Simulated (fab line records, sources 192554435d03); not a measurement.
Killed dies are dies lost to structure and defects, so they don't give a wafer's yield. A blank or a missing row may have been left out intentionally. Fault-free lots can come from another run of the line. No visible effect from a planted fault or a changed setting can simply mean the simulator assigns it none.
Lot-split experiment :: flow n5_finfet :: on a route of 1938 steps: 7 lots, 39 wafers read

## SPLIT DETAILS
At N5_ZERO_LAYER_DEVELOP_10 (develop time 60 s), the setting develop_time_s was moved away from the recipe's 60 s on 12 of the 39 wafers read, by -42.2% to +30.2%. This setting was run at the recipe's value on the other wafers.

## FROM THE SPLIT ON TO THE READING: in between, the file shows 1 step
- N5_ZERO_LAYER_HARDBAKE_23: time 120 s

## THE READING
cd_nm, in nm, at N5_ZERO_LAYER_CD_MEAS_11 (target cd 2000 nm). Typical for fault-free wafers on this fab line: 2000.7 nm, with standard deviation 2.4 nm.

wafer: L074.1
tool, chamber at the split: litho_track-01, 0
develop_time_s as run, s: 34.68
against the recipe: -42.2%
cd_nm, nm: 1988.2
against lot-mates on the recipe: -10.1

wafer: L074.2
tool, chamber at the split: litho_track-01, 0
develop_time_s as run, s: 34.68
against the recipe: -42.2%
cd_nm, nm: 1989.2
against lot-mates on the recipe: -9.1

wafer: L074.3
tool, chamber at the split: litho_track-01, 0
develop_time_s as run, s: 60
against the recipe: recipe
cd_nm, nm: 1998.6
against lot-mates on the recipe: -

wafer: L074.4
tool, chamber at the split: litho_track-01, 0
develop_time_s as run, s: 60
against the recipe: recipe
cd_nm, nm: 1997.2
against lot-mates on the recipe: -

wafer: L074.5
tool, chamber at the split: litho_track-01, 0
develop_time_s as run, s: 60
against the recipe: recipe
cd_nm, nm: 1999.0
against lot-mates on the recipe: -

wafer: L074.6
tool, chamber at the split: litho_track-01, 0
develop_time_s as run, s: 34.68
against the recipe: -42.2%
cd_nm, nm: 1989.1
against lot-mates on the recipe: -9.2

wafer: L075.1
tool, chamber at the split: litho_track-02, 0
develop_time_s as run, s: 60
against the recipe: recipe
cd_nm, nm: 2002.4
against lot-mates on the recipe: -

wafer: L075.3
tool, chamber at the split: litho_track-02, 0
develop_time_s as run, s: 60
against the recipe: recipe
cd_nm, nm: 2000.2
against lot-mates on the recipe: -

wafer: L075.4
tool, chamber at the split: litho_track-02, 0
develop_time_s as run, s: 60
against the recipe: recipe
cd_nm, nm: 2003.3
against lot-mates on the recipe: -

wafer: L078.1
tool, chamber at the split: litho_track-01, 0
develop_time_s as run, s: 46.84
against the recipe: -21.9%
cd_nm, nm: 1994.1
against lot-mates on the recipe: -5.6

wafer: L078.2
tool, chamber at the split: litho_track-01, 0
develop_time_s as run, s: 60
against the recipe: recipe
cd_nm, nm: 2001.0
against lot-mates on the recipe: -

wafer: L078.3
tool, chamber at the split: litho_track-01, 0
develop_time_s as run, s: 46.84
against the recipe: -21.9%
cd_nm, nm: 1995.3
against lot-mates on the recipe: -4.4

wafer: L078.4
tool, chamber at the split: litho_track-01, 0
develop_time_s as run, s: 60
against the recipe: recipe
cd_nm, nm: 2000.8
against lot-mates on the recipe: -

wafer: L078.5
tool, chamber at the split: litho_track-01, 0
develop_time_s as run, s: 46.84
against the recipe: -21.9%
cd_nm, nm: 1993.9
against lot-mates on the recipe: -5.8

wafer: L078.6
tool, chamber at the split: litho_track-01, 0
develop_time_s as run, s: 60
against the recipe: recipe
cd_nm, nm: 1997.3
against lot-mates on the recipe: -

wafer: L080.1
tool, chamber at the split: litho_track-02, 0
develop_time_s as run, s: 60
against the recipe: recipe
cd_nm, nm: 2003.0
against lot-mates on the recipe: -

wafer: L080.2
tool, chamber at the split: litho_track-02, 0
develop_time_s as run, s: 60
against the recipe: recipe
cd_nm, nm: 2004.8
against lot-mates on the recipe: -

wafer: L080.3
tool, chamber at the split: litho_track-02, 0
develop_time_s as run, s: 60
against the recipe: recipe
cd_nm, nm: 2001.2
against lot-mates on the recipe: -

wafer: L080.4
tool, chamber at the split: litho_track-02, 0
develop_time_s as run, s: 60
against the recipe: recipe
cd_nm, nm: 2003.3
against lot-mates on the recipe: -

wafer: L080.5
tool, chamber at the split: litho_track-02, 0
develop_time_s as run, s: 60
against the recipe: recipe
cd_nm, nm: 2004.3
against lot-mates on the recipe: -

wafer: L080.6
tool, chamber at the split: litho_track-02, 0
develop_time_s as run, s: 60
against the recipe: recipe
cd_nm, nm: 2002.5
against lot-mates on the recipe: -

wafer: L082.1
tool, chamber at the split: litho_track-03, 0
develop_time_s as run, s: 60
against the recipe: recipe
cd_nm, nm: 1997.3
against lot-mates on the recipe: -

wafer: L082.2
tool, chamber at the split: litho_track-03, 0
develop_time_s as run, s: 60
against the recipe: recipe
cd_nm, nm: 1999.0
against lot-mates on the recipe: -

wafer: L082.3
tool, chamber at the split: litho_track-03, 0
develop_time_s as run, s: 60
against the recipe: recipe
cd_nm, nm: 2001.9
against lot-mates on the recipe: -

wafer: L082.4
tool, chamber at the split: litho_track-03, 0
develop_time_s as run, s: 60
against the recipe: recipe
cd_nm, nm: 1996.7
against lot-mates on the recipe: -

wafer: L082.5
tool, chamber at the split: litho_track-03, 0
develop_time_s as run, s: 60
against the recipe: recipe
cd_nm, nm: 2000.2
against lot-mates on the recipe: -

wafer: L082.6
tool, chamber at the split: litho_track-03, 0
develop_time_s as run, s: 60
against the recipe: recipe
cd_nm, nm: 2001.9
against lot-mates on the recipe: -

wafer: L091.1
tool, chamber at the split: litho_track-01, 0
develop_time_s as run, s: 78.12
against the recipe: +30.2%
cd_nm, nm: 2008.5
against lot-mates on the recipe: +7.5

wafer: L091.2
tool, chamber at the split: litho_track-01, 0
develop_time_s as run, s: 60
against the recipe: recipe
cd_nm, nm: 2000.4
against lot-mates on the recipe: -

wafer: L091.3
tool, chamber at the split: litho_track-01, 0
develop_time_s as run, s: 78.12
against the recipe: +30.2%
cd_nm, nm: 2008.1
against lot-mates on the recipe: +7.1

wafer: L091.4
tool, chamber at the split: litho_track-01, 0
develop_time_s as run, s: 60
against the recipe: recipe
cd_nm, nm: 2002.5
against lot-mates on the recipe: -

wafer: L091.5
tool, chamber at the split: litho_track-01, 0
develop_time_s as run, s: 78.12
against the recipe: +30.2%
cd_nm, nm: 2007.9
against lot-mates on the recipe: +6.9

wafer: L091.6
tool, chamber at the split: litho_track-01, 0
develop_time_s as run, s: 60
against the recipe: recipe
cd_nm, nm: 2000.1
against lot-mates on the recipe: -

wafer: L094.1
tool, chamber at the split: litho_track-03, 0
develop_time_s as run, s: 60
against the recipe: recipe
cd_nm, nm: 2003.9
against lot-mates on the recipe: -

wafer: L094.2
tool, chamber at the split: litho_track-03, 0
develop_time_s as run, s: 60
against the recipe: recipe
cd_nm, nm: 2000.2
against lot-mates on the recipe: -

wafer: L094.3
tool, chamber at the split: litho_track-03, 0
develop_time_s as run, s: 49.88
against the recipe: -16.9%
cd_nm, nm: 1999.5
against lot-mates on the recipe: -4.3

wafer: L094.4
tool, chamber at the split: litho_track-03, 0
develop_time_s as run, s: 60
against the recipe: recipe
cd_nm, nm: 2007.4
against lot-mates on the recipe: -

wafer: L094.5
tool, chamber at the split: litho_track-03, 0
develop_time_s as run, s: 49.88
against the recipe: -16.9%
cd_nm, nm: 2001.4
against lot-mates on the recipe: -2.4

wafer: L094.6
tool, chamber at the split: litho_track-03, 0
develop_time_s as run, s: 49.88
against the recipe: -16.9%
cd_nm, nm: 1997.1
against lot-mates on the recipe: -6.7

FIT RESULTS
A straight line over all 39 wafers: cd_nm changes by +0.262 nm for each +1% of develop_time_s; r = +0.87; the points scatter about the line by 2.4 nm.
The same after taking each lot's own level away (the mean of its wafers on the recipe; 39 wafers): +0.233 nm for each +1%; r = +0.92; scatter 1.6 nm.
According to that fit, moving develop_time_s by its largest amount changes the reading by 9.8 nm.
From 1998.27 to 2003.83 nm: that is the span of the lots' own levels, equal to 2.3 times the standard deviation above.
Thus the slope moves with the lot-to-lot level: the two fits are different.
Check: with one of the wafers moved furthest among these (-42.2%) left out of the fit, the line predicts -9.79 nm for it against its lot-mates. Against them it came out at -10.1 nm.

## THE WHOLE CHAIN: every reading that the file lists as answering this split, in the file's order
step: N5_ZERO_LAYER_CD_MEAS_11
what it does: target cd 2000 nm
reading: cd_nm
change (the file's fit): +0.233 nm for each +1% of the setting
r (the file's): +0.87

step: N5_ZERO_LAYER_DESCUM_16
what it does: chemistry O2, time 7.9 s
reading: ZERO_LAYER.cd_nm (the simulator's own value, which no gauge read)
change (the file's fit): +0.229 nm for each +1% of the setting
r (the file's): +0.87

## FILE'S OWN FIT
cd_nm changes by +0.233 nm for each +1% of develop_time_s, r = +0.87.
